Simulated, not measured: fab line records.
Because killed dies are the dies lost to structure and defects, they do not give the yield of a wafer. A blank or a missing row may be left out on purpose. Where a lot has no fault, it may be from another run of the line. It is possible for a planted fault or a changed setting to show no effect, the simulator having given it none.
Chamber matching :: flow n5Finfet :: aldSin-04 running N5_GATE_CUT_ALD_22: 4 sister chambers
The step deposits SiNx, target thk 16 nm, pulse time 1 s, ald cycles 320. 8 wafers are shown with their chamber, then 12 later ones without.

== WAFERS, EACH WITH ITS CHAMBER ==
wafer: L091.4
chamber: 3
heaterPowerW (W): 843
precursorPulseHeightRel: 0.976

wafer: L091.5
chamber: 0
heaterPowerW (W): 965
precursorPulseHeightRel: 1.020

wafer: L092.1
chamber: 0
heaterPowerW (W): 979
precursorPulseHeightRel: 0.981

wafer: L092.2
chamber: 1
heaterPowerW (W): 852
precursorPulseHeightRel: 1.019

wafer: L092.3
chamber: 3
heaterPowerW (W): 850
precursorPulseHeightRel: 1.031

wafer: L092.4
chamber: 2
heaterPowerW (W): 1034
precursorPulseHeightRel: 0.985

wafer: L092.5
chamber: 2
heaterPowerW (W): 1044
precursorPulseHeightRel: 0.970

wafer: L092.6
chamber: 1
heaterPowerW (W): 840
precursorPulseHeightRel: 1.007

== WAFERS WITH NO CHAMBER GIVEN ==
wafer: L093.1
heaterPowerW (W): 858
precursorPulseHeightRel: 1.026

wafer: L093.3
heaterPowerW (W): 1036
precursorPulseHeightRel: 1.003

wafer: L093.6
heaterPowerW (W): 1031
precursorPulseHeightRel: 1.000

wafer: L094.1
heaterPowerW (W): 1037
precursorPulseHeightRel: 1.015

wafer: L094.2
heaterPowerW (W): 812
precursorPulseHeightRel: 1.041

wafer: L094.3
heaterPowerW (W): 856
precursorPulseHeightRel: 0.999

wafer: L094.4
heaterPowerW (W): 1004
precursorPulseHeightRel: 0.972

wafer: L094.5
heaterPowerW (W): 1041
precursorPulseHeightRel: 0.981

wafer: L094.6
heaterPowerW (W): 887
precursorPulseHeightRel: 1.019

wafer: L095.3
heaterPowerW (W): 832
precursorPulseHeightRel: 0.973

wafer: L095.4
heaterPowerW (W): 871
precursorPulseHeightRel: 1.006

wafer: L095.5
heaterPowerW (W): 832
precursorPulseHeightRel: 0.978

== EACH ONE'S CHAMBER ==
wafer: L093.1
from the rows above: can't be placed: 1 or 3
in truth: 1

wafer: L093.3
from the rows above: 2
in truth: 2

wafer: L093.6
from the rows above: 2
in truth: 2

wafer: L094.1
from the rows above: 2
in truth: 2

wafer: L094.2
from the rows above: can't be placed: 1 or 3
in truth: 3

wafer: L094.3
from the rows above: can't be placed: 3 or 1
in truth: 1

wafer: L094.4
from the rows above: can't be placed: 0 or 2
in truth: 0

wafer: L094.5
from the rows above: 2
in truth: 2

wafer: L094.6
from the rows above: can't be placed: 3 or 1
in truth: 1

wafer: L095.3
from the rows above: can't be placed: 3 or 1
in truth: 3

wafer: L095.4
from the rows above: can't be placed: 3 or 1
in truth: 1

wafer: L095.5
from the rows above: can't be placed: 3 or 1
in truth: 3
Placed correctly: 4 of 12. Not placeable from these rows: 8 (in 8, the candidates include the true chamber). Placed wrongly: 0.
How it was worked out, from the rows above alone: a wafer's distance from a chamber is the root of the sum, over the readings, of the square of ((its reading less the chamber's mean) divided by the reading's scatter). The wafer belongs to the nearest chamber; if the next one is less than 2 further off, it can't be placed. A chamber's mean is the mean of its shown wafers. The scatter: take each reading less its chamber's mean, square it, sum over the shown wafers, divide by the number of wafers less the number of chambers, and take the root.
